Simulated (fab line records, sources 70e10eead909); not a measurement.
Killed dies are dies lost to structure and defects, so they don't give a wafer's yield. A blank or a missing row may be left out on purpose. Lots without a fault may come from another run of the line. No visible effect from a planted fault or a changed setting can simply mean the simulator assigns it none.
fab line records ; flow nandHarc
[record] lots = 13; wafers = 39; lastDay = 34
route steps=1302 shown P_GATE@124
lots with no fault: from the same line, run without faults
startH: hours from the record's first day to the start of the lot's first wafer shown ; waitH: time in hours since the lot's previous step ; " as in the row above ; L1.1+2: a row that stands for several wafers ; - no value, or no start given ; * or withheld: withheld ; < > ~ a bound
route shown NAME@n: names a module that has steps shown in the file, with the first one's number in the route ; usual: the fault-free wafers' mean and standard deviation ; same: alike in all rows ; chamber/n: place in a boat ; sites: each site's reading ; _std_site: how widely they spread, as a standard deviation ; _edge_site: outer sites' mean less inner sites' ; radiusMm: for every site, how far away it sits from the centre of the wafer ; mask NAME#n: copy n ; behind: the last tool/chamber to shape the wafer ; hold: the reason the lot was held/the length of the hold in hours/how it ended ; device: whichever transistor did not switch (one of n, p or np) ; end of line: at the end of the route, the tests of the same wafers ; where a step has no rows: the recipe by itself ; killed: dies lost to structure and defects at the first sort, not the wafer's yield ; map: shows each die of a wafer: x if killed, . if not, _ if none is there
set.NAME: the setting that was run; set.NAME@STEP: the one run at that earlier step ; model.NAME: the simulator's own value behind a step, which no gauge read
steps of the route over a sample of lots; a table a step, a row a wafer
services: a tool's chamber out of use, with start hour (startH, from the record's first day; less than 0 if before it), hours out, and reason
[[steps]]
[step NHARC_P_GATE_DESCUM_13]
[recipe] timeS = 3; o2FlowSccm = 200; arFlowSccm = 0; biasPowerW = 0; chemistry = O2
[usual] drypumpMotorCurrentA = 5.7/0.44; oesProductAu = 0.998/0.0083; rfVppV = 57.9/0.84; showerheadPlenumPTorr = 1.95/0.072; throttleValvePct = 11.311/0.0087
lot.wafer;tool;chamber;startH;waitH;drypumpMotorCurrentA;oesProductAu;rfHoursCounterH;rfVppV;showerheadPlenumPTorr;throttleValvePct
L863.3;rieDiel-07;3;79.53;-;5.8;0.989;5.8;58.4;2.01;11.311
L863.1;rieDiel-07;0;79.53;-;6.3;0.980;5.3;57.2;1.82;11.299
L863.5;rieDiel-07;0;79.53;-;6.3;0.990;-;56.3;1.82;11.308
L864.1;rieDiel-10;3;96.04;-;5.6;0.997;0.7;59.5;1.97;11.301
L864.4;rieDiel-10;0;96.04;-;5.5;1.003;0.7;58.6;1.94;11.310
L864.2;rieDiel-10;1;96.04;-;6.1;1.014;0.9;57.0;1.86;11.308
L866.1;rieDiel-13;3;109.59;-;5.8;1.006;5.1;57.9;1.99;11.327
L866.6;rieDiel-13;3;109.59;-;5.9;1.006;-;58.1;1.99;11.301
L866.5;rieDiel-13;0;109.59;-;6.1;0.998;-;57.5;1.93;11.311
L865.1;rieDiel-10;1;109.75;-;6.0;0.999;1.2;57.9;1.86;11.316
L865.4;rieDiel-10;2;109.75;-;6.1;0.999;1.2;58.7;2.04;11.327
L865.5;rieDiel-10;2;109.75;-;6.1;1.003;-;58.7;2.04;11.313
L870.3;rieDiel-07;3;147.77;-;5.8;0.996;0.8;58.3;2.01;11.301
L870.4;rieDiel-07;0;147.77;-;6.3;0.986;1.1;56.6;1.82;11.305
L870.5;rieDiel-07;3;147.77;-;5.8;0.989;-;57.5;2.01;11.307
L877.1;rieDiel-10;3;228.10;-;5.6;0.988;8.1;57.6;1.97;11.307
L877.6;rieDiel-10;1;228.10;-;6.0;0.994;-;58.5;1.85;11.310
L877.5;rieDiel-10;2;228.10;-;6.1;0.993;-;57.5;2.04;11.313
L878.1;rieDiel-07;1;228.27;-;6.1;0.999;6.0;59.1;1.87;11.311
L878.2;rieDiel-07;2;228.27;-;5.0;0.987;5.2;57.5;1.92;11.310
L878.6;rieDiel-07;1;228.27;-;6.1;0.981;-;57.1;1.87;11.312
L879.2;rieDiel-13;1;242.29;-;5.5;0.987;3.7;57.7;2.05;11.323
L879.4;rieDiel-13;2;242.29;-;5.0;1.007;4.3;57.5;2.00;11.313
L879.6;rieDiel-13;2;242.29;-;5.0;1.001;-;56.7;2.00;11.304
L881.3;rieDiel-07;0;260.72;-;6.3;0.999;9.8;56.1;1.81;11.306
L881.4;rieDiel-07;1;260.72;-;6.1;0.994;7.2;55.9;1.87;11.298
L881.5;rieDiel-07;0;260.72;-;6.3;0.976;-;55.8;1.81;11.303
L883.3;rieDiel-10;0;276.42;-;5.5;0.999;0.6;57.5;1.94;11.315
L883.4;rieDiel-10;1;276.42;-;6.1;1.002;1.1;58.7;1.85;11.307
L883.2;rieDiel-10;2;276.42;-;6.1;0.985;1.1;59.7;2.04;11.313
L882.3;rieDiel-07;0;276.59;-;6.3;0.996;10.0;56.4;1.81;11.310
L882.2;rieDiel-07;1;276.59;-;6.1;0.995;7.4;57.5;1.87;11.315
L882.5;rieDiel-07;3;276.59;-;5.8;1.000;-;58.2;2.01;11.314
L884.3;rieDiel-13;3;286.80;-;5.9;1.011;7.8;58.5;1.99;11.324
L884.2;rieDiel-13;0;286.80;-;6.1;0.991;7.4;56.2;1.93;11.305
L884.1;rieDiel-13;2;286.80;-;5.1;0.994;8.2;58.0;1.99;11.309
L886.2;rieDiel-07;2;312.44;-;5.0;0.983;0.4;57.7;1.92;11.320
L886.4;rieDiel-07;3;312.44;-;5.8;0.995;0.4;57.9;2.01;11.314
L886.6;rieDiel-07;3;312.44;-;5.8;0.998;-;58.5;2.01;11.316
[step NHARC_P_GATE_EXPOSE_56]
[recipe] na = 0.6; targetCdNm = 720; doseMj = 14.81; maskId = P_PSD
[usual] stageVelMmS = 499.98/0.25
lot.wafer;tool;chamber;startH;waitH;mask;stageVelMmS
L863.1;krfScanner-04;0;108.53;-;P_PSD#0;499.52
L863.3;krfScanner-04;0;108.53;-;P_PSD#0;499.83
L863.5;krfScanner-04;0;108.53;-;P_PSD#0;499.66
L864.1;krfScanner-04;0;124.52;-;P_PSD#0;500.10
L864.2;krfScanner-04;0;124.52;-;P_PSD#0;499.82
L864.4;krfScanner-04;0;124.52;-;P_PSD#0;500.21
L866.1;krfScanner-03;0;139.87;-;P_PSD#0;499.83
L866.5;krfScanner-03;0;139.87;-;P_PSD#0;500.08
L866.6;krfScanner-03;0;139.87;-;P_PSD#0;500.31
L865.1;krfScanner-03;0;141.82;-;P_HVN#0;499.99
L865.4;krfScanner-03;0;141.82;-;P_HVN#0;499.83
L865.5;krfScanner-03;0;141.82;-;P_HVN#0;499.95
L870.3;krfScanner-03;0;174.83;-;P_PSD#0;500.46
L870.4;krfScanner-03;0;174.83;-;P_PSD#0;500.47
L870.5;krfScanner-03;0;174.83;-;P_PSD#0;500.42
L878.1;krfScanner-02;0;258.68;-;P_PSD#0;500.05
L878.2;krfScanner-02;0;258.68;-;P_PSD#0;500.16
L878.6;krfScanner-02;0;258.68;-;P_PSD#0;500.48
L877.1;krfScanner-04;0;259.04;-;P_PSD#0;499.27
L877.5;krfScanner-04;0;259.04;-;P_PSD#0;499.33
L877.6;krfScanner-04;0;259.04;-;P_PSD#0;499.58
L879.2;krfScanner-03;0;271.89;-;P_PSD#0;500.03
L879.4;krfScanner-03;0;271.89;-;P_PSD#0;500.00
L879.6;krfScanner-03;0;271.89;-;P_PSD#0;499.90
L881.3;krfScanner-03;0;288.61;-;P_PSD#0;499.67
L881.4;krfScanner-03;0;288.61;-;P_PSD#0;499.64
L881.5;krfScanner-03;0;288.61;-;P_PSD#0;499.37
L883.2;krfScanner-04;0;303.76;-;P_PSD#0;500.28
L883.3;krfScanner-04;0;303.76;-;P_PSD#0;499.99
L883.4;krfScanner-04;0;303.76;-;P_PSD#0;499.91
L882.2;krfScanner-03;0;304.05;-;P_PSD#0;499.85
L882.3;krfScanner-03;0;304.05;-;P_PSD#0;499.95
L882.5;krfScanner-03;0;304.05;-;P_PSD#0;499.91
L884.1;krfScanner-03;0;315.78;-;P_PSD#0;499.80
L884.2;krfScanner-03;0;315.78;-;P_PSD#0;500.12
L884.3;krfScanner-03;0;315.78;-;P_PSD#0;500.05
L886.2;krfScanner-02;0;342.77;-;P_PSD#0;499.89
L886.4;krfScanner-02;0;342.77;-;P_PSD#0;500.05
L886.6;krfScanner-02;0;342.77;-;P_PSD#0;500.10
[step NHARC_P_GATE_CD_MEAS_59]
[recipe] targetCdNm = 720; landingEnergyEv = 500
[usual] cdNm = 719.8/1.4
lot.wafer;tool;chamber;startH;waitH;cdNm
L863.1;cdSem-01;0;108.68;-;719.7
L863.3;cdSem-01;0;108.68;-;716.6
L863.5;cdSem-01;0;108.68;-;719.3
L864.1;cdSem-02;0;124.68;-;721.3
L864.2;cdSem-02;0;124.68;-;720.5
L864.4;cdSem-02;0;124.68;-;721.8
L866.1;cdSem-01;0;140.03;-;719.5
L866.5;cdSem-01;0;140.03;-;717.5
L866.6;cdSem-01;0;140.03;-;719.4
L865.1;cdSem-03;0;141.98;-;-
L865.4;cdSem-03;0;141.98;-;-
L865.5;cdSem-03;0;141.98;-;-
L870.3;cdSem-01;0;174.98;-;720.7
L870.4;cdSem-01;0;174.98;-;721.5
L870.5;cdSem-01;0;174.98;-;722.5
L878.1;cdSem-02;0;258.84;-;720.6
L878.2;cdSem-02;0;258.84;-;721.3
L878.6;cdSem-02;0;258.84;-;718.8
L877.1;cdSem-03;0;259.20;-;720.8
L877.5;cdSem-03;0;259.20;-;720.8
L877.6;cdSem-03;0;259.20;-;722.0
L879.2;cdSem-02;0;272.04;-;722.8
L879.4;cdSem-02;0;272.04;-;722.9
L879.6;cdSem-02;0;272.04;-;721.8
L881.3;cdSem-01;0;288.76;-;720.7
L881.4;cdSem-01;0;288.76;-;719.9
L881.5;cdSem-01;0;288.76;-;717.8
L883.2;cdSem-01;0;303.92;-;717.4
L883.3;cdSem-01;0;303.92;-;718.8
L883.4;cdSem-01;0;303.92;-;718.9
L882.2;cdSem-03;0;304.21;-;718.9
L882.3;cdSem-03;0;304.21;-;720.5
L882.5;cdSem-03;0;304.21;-;720.7
L884.1;cdSem-03;0;315.94;-;719.9
L884.2;cdSem-03;0;315.94;-;719.5
L884.3;cdSem-03;0;315.94;-;720.6
L886.2;cdSem-02;0;342.92;-;720.1
L886.4;cdSem-02;0;342.92;-;719.0
L886.6;cdSem-02;0;342.92;-;718.5
[step NHARC_P_GATE_STRIP_112]
[recipe] powerW = 1500; tempC = 110; timeS = 200; chemistry = N2/H2
[usual] drypumpMotorCurrentA = 5.8/0.31; heaterPowerW = 95/11
lot.wafer;tool;chamber;startH;waitH;drypumpMotorCurrentA;heaterPowerW;rfHoursCounterH
L863.1;plasmaAsher-01;0;109.25;0.2;5.4;93;22
L863.3;plasmaAsher-01;0;109.25;0.2;5.4;92;-
L863.5;plasmaAsher-01;1;109.25;0.2;6.3;83;-
L864.1;plasmaAsher-02;1;125.21;0.2;5.8;114;7
L864.2;plasmaAsher-02;0;125.21;0.2;5.7;91;7
L864.4;plasmaAsher-02;1;125.21;0.2;5.8;110;-
L866.1;plasmaAsher-02;0;140.56;0.2;5.7;90;11
L866.5;plasmaAsher-02;0;140.56;0.2;5.7;89;-
L866.6;plasmaAsher-02;1;140.56;0.2;5.8;110;-
L865.1;plasmaAsher-02;1;142.96;0.6;5.8;109;13
L865.4;plasmaAsher-02;0;142.96;0.6;5.6;88;-
L865.5;plasmaAsher-02;1;142.96;0.6;5.8;114;-
L870.3;plasmaAsher-02;1;175.59;0.2;5.8;111;-
L870.4;plasmaAsher-02;0;175.59;0.2;5.7;91;-
L870.5;plasmaAsher-02;1;175.59;0.2;5.8;112;-
L878.1;plasmaAsher-01;0;259.36;0.2;5.4;87;20
L878.2;plasmaAsher-01;1;259.36;0.2;6.3;81;20
L878.6;plasmaAsher-01;0;259.36;0.2;5.4;89;-
L877.1;plasmaAsher-02;1;259.77;0.2;5.8;110;0
L877.5;plasmaAsher-02;0;259.77;0.2;5.7;94;-
L877.6;plasmaAsher-02;1;259.77;0.2;5.8;110;-
L879.2;plasmaAsher-02;0;272.61;0.2;5.7;95;3
L879.4;plasmaAsher-02;0;272.61;0.2;5.7;97;-
L879.6;plasmaAsher-02;1;272.61;0.2;5.8;110;-
L881.4;plasmaAsher-01;0;289.38;0.2;5.4;91;-
L881.3;plasmaAsher-01;1;289.38;0.2;6.3;81;-
L881.5;plasmaAsher-01;0;289.38;0.2;5.4;88;-
L883.2;plasmaAsher-02;1;304.45;0.2;5.8;108;8
L883.4;plasmaAsher-02;1;304.45;0.2;5.8;110;-
L883.3;plasmaAsher-02;0;304.45;0.2;5.7;97;-
L882.2;plasmaAsher-01;0;304.74;0.2;5.4;87;31
L882.3;plasmaAsher-01;1;304.74;0.2;6.4;83;-
L882.5;plasmaAsher-01;0;304.74;0.2;5.4;89;-
L884.1;plasmaAsher-01;0;316.46;0.2;5.4;88;34
L884.2;plasmaAsher-01;1;316.46;0.2;6.3;83;34
L884.3;plasmaAsher-01;0;316.46;0.2;5.4;88;-
L886.2;plasmaAsher-02;1;343.51;0.2;5.8;114;16
L886.4;plasmaAsher-02;1;343.51;0.2;5.8;111;-
L886.6;plasmaAsher-02;0;343.51;0.2;5.7;95;-
[step NHARC_P_GATE_STRIP_113]
[recipe] powerW = 1500; tempC = 110; timeS = 740; chemistry = N2/H2
[usual] drypumpMotorCurrentA = 5.8/0.36; heaterPowerW = 93/10
lot.wafer;tool;chamber;startH;waitH;drypumpMotorCurrentA;heaterPowerW;rfHoursCounterH
L863.1;plasmaAsher-02;0;111.06;0.3;5.6;90;5
L863.3;plasmaAsher-02;1;111.06;0.3;5.8;109;-
L863.5;plasmaAsher-02;0;111.06;0.3;5.7;90;-
L864.2;plasmaAsher-02;0;126.93;0.2;5.7;91;7
L864.1;plasmaAsher-02;1;126.93;0.2;5.8;108;7
L864.4;plasmaAsher-02;0;126.93;0.2;5.7;90;-
L866.1;plasmaAsher-02;1;142.26;0.3;5.8;113;12
L866.5;plasmaAsher-02;0;142.26;0.3;5.7;90;-
L866.6;plasmaAsher-02;1;142.26;0.3;5.8;110;-
L865.1;plasmaAsher-01;0;144.75;0.3;5.4;90;25
L865.4;plasmaAsher-01;1;144.75;0.3;6.4;80;-
L865.5;plasmaAsher-01;0;144.75;0.3;5.4;91;-
L870.3;plasmaAsher-02;1;177.46;0.4;5.8;111;-
L870.4;plasmaAsher-02;0;177.46;0.4;5.7;90;-
L870.5;plasmaAsher-02;0;177.46;0.4;5.7;91;-
L878.2;plasmaAsher-02;1;261.08;0.2;5.8;108;1
L878.1;plasmaAsher-02;0;261.08;0.2;5.7;95;1
L878.6;plasmaAsher-02;1;261.08;0.2;5.8;110;-
L877.1;plasmaAsher-01;1;261.50;0.2;6.3;83;22
L877.5;plasmaAsher-01;1;261.50;0.2;6.3;81;-
L877.6;plasmaAsher-01;0;261.50;0.2;5.4;89;-
L879.2;plasmaAsher-01;0;274.28;0.3;5.4;87;24
L879.4;plasmaAsher-01;0;274.28;0.3;5.4;88;-
L879.6;plasmaAsher-01;0;274.28;0.3;5.4;89;-
L881.3;plasmaAsher-01;1;291.12;0.4;6.3;81;-
L881.4;plasmaAsher-01;0;291.12;0.4;5.4;90;-
L881.5;plasmaAsher-01;0;291.12;0.4;5.4;88;-
L883.2;plasmaAsher-02;1;306.36;0.4;5.8;110;9
L883.3;plasmaAsher-02;0;306.36;0.4;5.6;98;-
L883.4;plasmaAsher-02;1;306.36;0.4;5.8;109;-
L882.2;plasmaAsher-01;1;306.44;0.3;6.3;83;32
L882.3;plasmaAsher-01;0;306.44;0.3;5.4;89;-
L882.5;plasmaAsher-01;1;306.44;0.3;6.3;82;-
L884.2;plasmaAsher-01;0;318.18;0.2;5.4;89;35
L884.1;plasmaAsher-01;1;318.18;0.2;6.3;82;35
L884.3;plasmaAsher-01;1;318.18;0.2;6.3;80;-
L886.2;plasmaAsher-02;0;345.44;0.4;5.7;95;17
L886.4;plasmaAsher-02;1;345.44;0.4;5.8;111;-
L886.6;plasmaAsher-02;1;345.44;0.4;5.8;111;-
[[services]]
tool;chamber;startH;hours;kind
plasmaAsher-01;-;60.51;5.4;repair
rieDiel-10;-;65.50;9.0;pm
plasmaAsher-02;-;72.23;9.0;pm
krfScanner-04;-;74.51;6.2;repair
rieDiel-07;2;86.73;1.4;repair
plasmaAsher-02;-;95.79;1.3;repair
rieDiel-07;0;99.77;5.6;repair
rieDiel-07;-;117.20;9.0;pm
rieDiel-10;2;132.29;2.6;repair
plasmaAsher-01;-;134.91;9.2;repair
krfScanner-04;-;161.83;2.0;repair
plasmaAsher-01;-;165.00;9.0;pm
krfScanner-03;-;184.27;35.9;repair
plasmaAsher-02;-;196.08;9.7;repair
plasmaAsher-01;-;212.67;0.5;repair
krfScanner-03;-;224.00;4.0;pm
rieDiel-07;1;241.12;4.1;repair
plasmaAsher-02;-;249.23;9.0;pm
krfScanner-03;-;269.46;1.4;repair
rieDiel-07;-;271.60;0.8;repair
plasmaAsher-02;-;277.03;2.8;repair
rieDiel-07;-;294.20;9.0;pm
krfScanner-03;-;335.96;1.5;repair
plasmaAsher-01;-;342.13;9.0;pm
[[key]]
[firstSign] step = NHARC_P_GATE_EXPOSE_56; reading = mask; direction = changed
[effect] step = NHARC_P_GATE_CD_MEAS_59; reading = cdNm; direction = missing
metAt NHARC_P_GATE_EXPOSE_56
struckLots L865
laterRowsLeftOut L865.1,L865.4,L865.5
sortLeftOut L865.1,L865.4,L865.5
testerLeftOut L865
notActingAt NHARC_P_GATE_DESCUM_13,NHARC_P_GATE_STRIP_112,NHARC_P_GATE_STRIP_113
onsetBetween 139.87 141.82
[fault] kind = wrongMask; tool = any; chamber = -; onsetH = 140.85; steps = NHARC_P_GATE_EXPOSE_56; auxCopy = P_HVN#0; scope = struckLotsOnly
// testerLeftOut: of these lots the tester's yield and bins aren't shown, on N5 and GAA mostly nor the transistor test; their killed dies are dies lost to structure and defects alone, not to doping, threshold or leakage, so they don't give the yield
// sortLeftOut: the simulated sort isn't trusted on such a fault, so these wafers' sort isn't shown, and their yield isn't known
// laterRowsLeftOut: the simulator's readings of these wafers behind a module that went badly wrong aren't trusted and aren't shown, but for the sort
